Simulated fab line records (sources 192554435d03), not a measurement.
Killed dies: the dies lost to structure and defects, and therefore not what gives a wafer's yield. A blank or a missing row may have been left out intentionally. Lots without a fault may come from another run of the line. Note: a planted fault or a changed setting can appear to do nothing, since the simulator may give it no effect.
Which of the tools did it? | flow n5 finfet | 12 lots with 36 wafers sampled at 3 steps, on a route of 1938 steps

## WHAT THE GAUGES SHOWED, per wafer
N5_GATE_CUT_THK_MEAS_24. Usual: GC_FILL_THK 219.8 nm, standard deviation 1.8.
lot  | measured     | on            | GC_FILL_THK (nm)  | flag
L537 | day 4 13:22  | film metro-01 | 218.1 216.3 219.9 |
L538 | day 4 17:57  | film metro-02 | 215.7 217.7 218.7 |
L539 | day 5 03:41  | film metro-01 | 216.3 217.5 222.7 |
L542 | day 5 19:00  | film metro-02 | 218.1 220.8 221.3 |
L546 | day 6 18:46  | film metro-02 | 221.9 220.3 227.5 |
L550 | day 7 22:49  | film metro-02 | 221.2 218.8 221.4 |
L551 | day 8 01:47  | film metro-01 | 219.7 218.8 218.8 |
L555 | day 9 01:03  | film metro-01 | 217.9 218.2 218.8 |
L556 | day 9 08:52  | film metro-02 | 221.2 216.9 221.2 |
L557 | day 9 11:55  | film metro-01 | 215.1 221.9 219.8 |
L559 | day 10 02:13 | film metro-01 | 219.6 221.6 218.6 |
L560 | day 10 08:12 | film metro-02 | 220.1 222.5 222.3 |

## TOOL THAT RAN EACH LOT (tool first, then ch and the chambers of the sampled wafers, then the start)
lot  | N5_GATE_CUT_HM_DEP_46           | N5_GATE_CUT_ALD_22
L537 | pecvd-03 ch 0,1,2, day 4 09:58  | ald sin-04 ch 0,2, day 4 11:34
L538 | pecvd-03 ch 0,2, day 4 14:23    | ald sin-04 ch 1,2,3, day 4 16:10
L539 | pecvd-04 ch 1,2, day 4 23:12    | ald sin-04 ch 1,3, day 5 01:54
L542 | pecvd-04 ch 1,2, day 5 15:32    | ald sin-01 ch 0,2, day 5 17:13
L546 | pecvd-04 ch 0,1,2, day 6 15:01  | ald sin-03 ch 0,2, day 6 16:59
L550 | pecvd-02 ch 0,2, day 7 19:25    | ald sin-03 ch 1,2,3, day 7 20:51
L551 | pecvd-03 ch 0,1, day 7 22:41    | ald sin-04 ch 0,1,2, day 8 00:01
L555 | pecvd-04 ch 0,1,2, day 8 21:58  | ald sin-03 ch 0,1,2, day 8 23:16
L556 | pecvd-04 ch 1,2, day 9 05:13    | ald sin-01 ch 1,3, day 9 07:05
L557 | pecvd-03 ch 0,1,2, day 9 08:40  | ald sin-03 ch 0,1,3, day 9 10:07
L559 | pecvd-04 ch 1,2, day 9 23:08    | ald sin-01 ch 1,2, day 10 00:26
L560 | pecvd-04 ch 0,1,2, day 10 04:44 | ald sin-01 ch 1,3, day 10 06:25
- N5_GATE_CUT_HM_DEP_46: deposits SiO2 from TEOS/O2, target thk 130 nm, time 26.6 s.
- N5_GATE_CUT_ALD_22: deposits SiNx, target thk 16 nm, pulse time 1 s, ald cycles 320.

## WHAT THE TOOLS THEMSELVES READ (means of the sampled wafers that have a number; where no wafer has one, the mark that the record gives instead)
N5_GATE_CUT_HM_DEP_46. Usual: heater power w 471 W, standard deviation 78; showerhead plenum p Torr 8.35 Torr, standard deviation 0.042; throttle valve pct 18.9 %, standard deviation 0.71.
lot  | tool     | heater power w (W) | showerhead plenum p Torr (Torr) | throttle valve pct (%) | flag
L537 | pecvd-03 | 449                | 8.34                            | 18.8                   |
L538 | pecvd-03 | 412                | 8.34                            | 18.0                   |
L539 | pecvd-04 | 465                | 8.33                            | 19.0                   |
L542 | pecvd-04 | 425                | 8.35                            | 18.6                   |
L546 | pecvd-04 | 457                | 8.34                            | 18.9                   |
L550 | pecvd-02 | 567                | 8.39                            | 18.6                   |
L551 | pecvd-03 | 401                | 8.35                            | 19.5                   |
L555 | pecvd-04 | 462                | 8.33                            | 18.7                   |
L556 | pecvd-04 | 441                | 8.36                            | 18.7                   |
L557 | pecvd-03 | 426                | 8.35                            | 19.0                   |
L559 | pecvd-04 | 470                | 8.38                            | 18.9                   |
L560 | pecvd-04 | 485                | 8.33                            | 18.9                   |

N5_GATE_CUT_ALD_22. Usual: heater power w 815 W, standard deviation 120; precursor pulse height rel 1.002, standard deviation 0.02.
lot  | tool       | heater power w (W) | precursor pulse height rel | flag
L537 | ald sin-04 | 867                | 0.992                      |
L538 | ald sin-04 | 895                | 1.017                      |
L539 | ald sin-04 | 824                | 1.008                      |
L542 | ald sin-01 | 785                | 0.992                      |
L546 | ald sin-03 | 796                | 0.989                      |
L550 | ald sin-03 | 708                | 1.020                      |
L551 | ald sin-04 | 904                | 0.995                      |
L555 | ald sin-03 | 780                | 0.992                      |
L556 | ald sin-01 | 894                | 1.005                      |
L557 | ald sin-03 | 825                | 1.004                      |
L559 | ald sin-01 | 812                | 1.017                      |
L560 | ald sin-01 | 879                | 0.987                      |

## THE ANSWER, worked out from the rows above alone
Rule: take the mean of a lot's wafers that have a number; if it is more than 3 standard deviations from the usual mean, the lot is off. Also off: a lot with no number at a reading for which 4 or more lots have one. The other lots that the step has rows for count as sound. First the gauges in route order, then the tools' own readings, where a lot's mean is used as printed above. The first step at which some lot is off is used, and at that step the reading that is off furthest; a lot without a number counts as furthest.
No lot is off at any reading shown: from this, nothing can be told.

## WHAT THE SIMULATOR HAD PUT IN
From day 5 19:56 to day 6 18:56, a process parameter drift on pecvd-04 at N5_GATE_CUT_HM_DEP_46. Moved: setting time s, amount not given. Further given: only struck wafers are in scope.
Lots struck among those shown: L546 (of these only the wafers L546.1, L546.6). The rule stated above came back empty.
